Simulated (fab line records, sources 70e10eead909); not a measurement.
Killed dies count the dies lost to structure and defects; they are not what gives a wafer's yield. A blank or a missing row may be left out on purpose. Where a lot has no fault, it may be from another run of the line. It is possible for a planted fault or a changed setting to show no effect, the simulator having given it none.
Which tool did it? :: flow nand harc :: route of 1159 steps, sampled at 1 step: 12 lots, 36 wafers

WHAT THE GAUGES SHOWED, per wafer
NHARC_A_CHANNEL_HOLE_D1_OVL_MEAS_11.
lot: L117
measured: day 8 23:36
on: overlay-01
overlay x nm (nm): 2.1 2.1 2.1
overlay y nm (nm): -0.8 -1.0 -1.2

lot: L118
measured: day 9 14:17
on: overlay-01
overlay x nm (nm): 0.5 0.0 0.9
overlay y nm (nm): 3.1 2.6 2.9

lot: L119
measured: day 9 14:27
on: overlay-02
overlay x nm (nm): -0.1 0.6 0.2
overlay y nm (nm): 0.3 0.3 0.2

lot: L123
measured: day 10 11:58
on: overlay-02
overlay x nm (nm): 0.4 -0.4 1.1
overlay y nm (nm): 0.2 -0.1 0.1

lot: L124
measured: day 10 13:05
on: overlay-02
overlay x nm (nm): -0.5 -0.7 -0.6
overlay y nm (nm): 0.7 0.8 0.2

lot: L125
measured: day 11 13:43
on: overlay-02
overlay x nm (nm): -0.2 0.0 -0.8
overlay y nm (nm): -0.4 0.0 -0.6

lot: L132
measured: day 12 18:47
on: overlay-02
overlay x nm (nm): 0.0 0.1 -0.3
overlay y nm (nm): -1.4 -0.6 -0.8

lot: L133
measured: day 12 19:03
on: overlay-01
overlay x nm (nm): 1.4 0.8 0.8
overlay y nm (nm): 0.0 -0.3 -0.1

lot: L135
measured: day 13 08:49
on: overlay-01
overlay x nm (nm): -0.3 0.1 -0.2
overlay y nm (nm): 0.5 0.4 0.8

lot: L134
measured: day 13 10:10
on: overlay-01
overlay x nm (nm): 0.6 0.2 0.7
overlay y nm (nm): 0.0 0.4 -0.2

lot: L136
measured: day 13 12:02
on: overlay-01
overlay x nm (nm): -0.8 -1.1 -0.1
overlay y nm (nm): 1.3 1.6 1.4

lot: L137
measured: day 14 01:14
on: overlay-02
overlay x nm (nm): -0.8 -1.1 -0.6
overlay y nm (nm): 0.8 1.0 1.5

EACH LOT AND THE TOOL THAT RAN IT (in order: tool; ch and the chambers of the sampled wafers; start)
The record holds no process step before these readings.

WHAT THE TOOLS THEMSELVES READ (means of the sampled wafers that have a number; where no wafer has one, the mark that the record gives instead)
The record holds no such reading with a usual standard deviation.

THE ANSWER, worked out from the rows above alone
Rule: the lots themselves supply what counts as usual. The widest of any qualifying gaps counts: lots, ordered by their means at a reading, are off when they make up no more than a third of the lots, leave a main group of 4 or more, and stand apart from it by 3 or more times the standard deviation of that group's means. A main group is skipped when, at the precision printed for the reading in the tables above, its means are all equal. A lot without any number at a reading at which 4 lots or more have one is off too. Where the step has rows for the other lots, those lots are counted as sound. After the gauges, taken in route order, come the tools' own readings; for these a lot's mean is taken, as printed above. The first step at which some lot is off is used, and at that step the reading that is off furthest; a lot without a number counts as furthest.
No lot is off on any of the readings shown, so nothing can be concluded from this.

WHAT WAS PUT IN BY THE SIMULATOR
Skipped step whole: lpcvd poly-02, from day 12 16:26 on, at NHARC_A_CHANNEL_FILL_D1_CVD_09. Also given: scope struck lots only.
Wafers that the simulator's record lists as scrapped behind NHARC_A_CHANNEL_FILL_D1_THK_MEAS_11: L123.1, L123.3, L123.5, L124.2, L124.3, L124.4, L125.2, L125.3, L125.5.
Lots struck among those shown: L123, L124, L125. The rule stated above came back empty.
